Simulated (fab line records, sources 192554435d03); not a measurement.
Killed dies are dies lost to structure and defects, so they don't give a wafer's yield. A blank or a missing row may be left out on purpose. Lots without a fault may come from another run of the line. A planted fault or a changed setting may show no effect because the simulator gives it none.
Split-lot experiment | flow n5_finfet | 7 lots, 39 wafers read, on a route of 1938 steps

THE SPLIT
At N5_DUMMY_GATE_ETCH_32 (etches SiO2 in CF4, target depth 3.5 nm, time 3.9 s), the setting time_s was moved away from the recipe's 3.9 s on 12 of the 39 wafers read, by -20.6% to +17.9%. The other wafers ran this setting at the recipe's value.

The reading is taken at the split's own step.

THE READING
etch.depth_nm (the simulator's own value, which no gauge read), in nm, at N5_DUMMY_GATE_ETCH_32 (etches SiO2 in CF4, target depth 3.5 nm, time 3.9 s). The file gives no usual value for it. The 27 wafers here that ran the recipe average 3.525 nm, standard deviation 0.083 nm.

wafer  | tool, chamber at the split | time_s as run, s | against the recipe | etch.depth_nm, nm | against lot-mates on the recipe
L074.1 | rie_si-01, 1               | 3.553            | -8.9%              | 3.269             | -0.190
L074.2 | rie_si-01, 3               | 3.553            | -8.9%              | 3.104             | -0.355
L074.3 | rie_si-01, 2               | 3.9              | recipe             | 3.481             | -
L074.4 | rie_si-01, 0               | 3.9              | recipe             | 3.43              | -
L074.5 | rie_si-01, 2               | 3.9              | recipe             | 3.465             | -
L074.6 | rie_si-01, 1               | 3.553            | -8.9%              | 3.291             | -0.168
L075.1 | rie_si-01, 3               | 4.598            | +17.9%             | 4.002             | +0.510
L075.2 | rie_si-01, 1               | 3.9              | recipe             | 3.596             | -
L075.3 | rie_si-01, 0               | 3.9              | recipe             | 3.451             | -
L075.4 | rie_si-01, 2               | 4.598            | +17.9%             | 4.1               | +0.608
L075.5 | rie_si-01, 1               | 4.598            | +17.9%             | 4.219             | +0.727
L075.6 | rie_si-01, 0               | 3.9              | recipe             | 3.428             | -
L082.1 | rie_si-06, 1               | 3.9              | recipe             | 3.635             | -
L082.2 | rie_si-06, 2               | 3.9              | recipe             | 3.502             | -
L082.3 | rie_si-06, 0               | 3.9              | recipe             | 3.594             | -
L082.4 | rie_si-06, 2               | 3.9              | recipe             | 3.486             | -
L082.5 | rie_si-06, 0               | 3.9              | recipe             | 3.624             | -
L082.6 | rie_si-06, 1               | 3.9              | recipe             | 3.6               | -
L087.1 | rie_si-01, 3               | 3.9              | recipe             | 3.414             | -
L087.2 | rie_si-01, 0               | 4.441            | +13.9%             | 3.869             | +0.391
L087.3 | rie_si-01, 1               | 3.9              | recipe             | 3.623             | -
L087.4 | rie_si-01, 2               | 4.441            | +13.9%             | 3.934             | +0.456
L087.5 | rie_si-01, 2               | 4.441            | +13.9%             | 3.943             | +0.465
L087.6 | rie_si-01, 3               | 3.9              | recipe             | 3.397             | -
L089.2 | rie_si-01, 3               | 3.9              | recipe             | 3.412             | -
L089.3 | rie_si-01, 2               | 3.9              | recipe             | 3.451             | -
L089.6 | rie_si-01, 0               | 3.9              | recipe             | 3.42              | -
L094.1 | rie_si-03, 1               | 3.095            | -20.6%             | 2.81              | -0.717
L094.2 | rie_si-03, 3               | 3.095            | -20.6%             | 2.784             | -0.743
L094.3 | rie_si-03, 2               | 3.9              | recipe             | 3.47              | -
L094.4 | rie_si-03, 0               | 3.9              | recipe             | 3.596             | -
L094.5 | rie_si-03, 0               | 3.095            | -20.6%             | 2.892             | -0.635
L094.6 | rie_si-03, 3               | 3.9              | recipe             | 3.516             | -
L096.1 | rie_si-06, 2               | 3.9              | recipe             | 3.521             | -
L096.2 | rie_si-06, 1               | 3.9              | recipe             | 3.658             | -
L096.3 | rie_si-06, 3               | 3.9              | recipe             | 3.598             | -
L096.4 | rie_si-06, 0               | 3.9              | recipe             | 3.589             | -
L096.5 | rie_si-06, 3               | 3.9              | recipe             | 3.612             | -
L096.6 | rie_si-06, 0               | 3.9              | recipe             | 3.613             | -

THE FIT
A straight line over all 39 wafers: etch.depth_nm changes by +0.0323 nm for each +1% of time_s; r = +0.96; the points scatter about the line by 0.083 nm.
The same after taking each lot's own level away (the mean of its wafers on the recipe; 39 wafers): +0.033 nm for each +1%; r = +0.98; scatter 0.065 nm.
On that fit, the largest move of time_s shifts the reading by 0.68 nm.
The lots' own levels span 3.4277 to 3.5985 nm, that is 2.1 times the standard deviation above.
So the lot-to-lot level changes the slope little: the two slopes agree.
Check: with one of the wafers moved furthest among these (-20.6%) left out of the fit, the line predicts -0.67 nm for it against its lot-mates. It came out at -0.717 nm against them.

OTHER SPLITS ON THESE WAFERS
These wafers also went through other splits before the reading. Each is held against what the fit with the lots' levels taken away leaves over:
other split on the same wafers    | wafers away from the commonest value | r with etch.depth_nm (lot level and that fit taken away)
N5_WELL_APT_IMPLANT_15 energy_kev | 15                                   | +0.24
N5_WELL_APT_EPI_41 target_thk_a   | 15                                   | -0.02

THE FILE'S OWN FIT
etch.depth_nm changes by +0.033 nm for each +1% of time_s, r = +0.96.
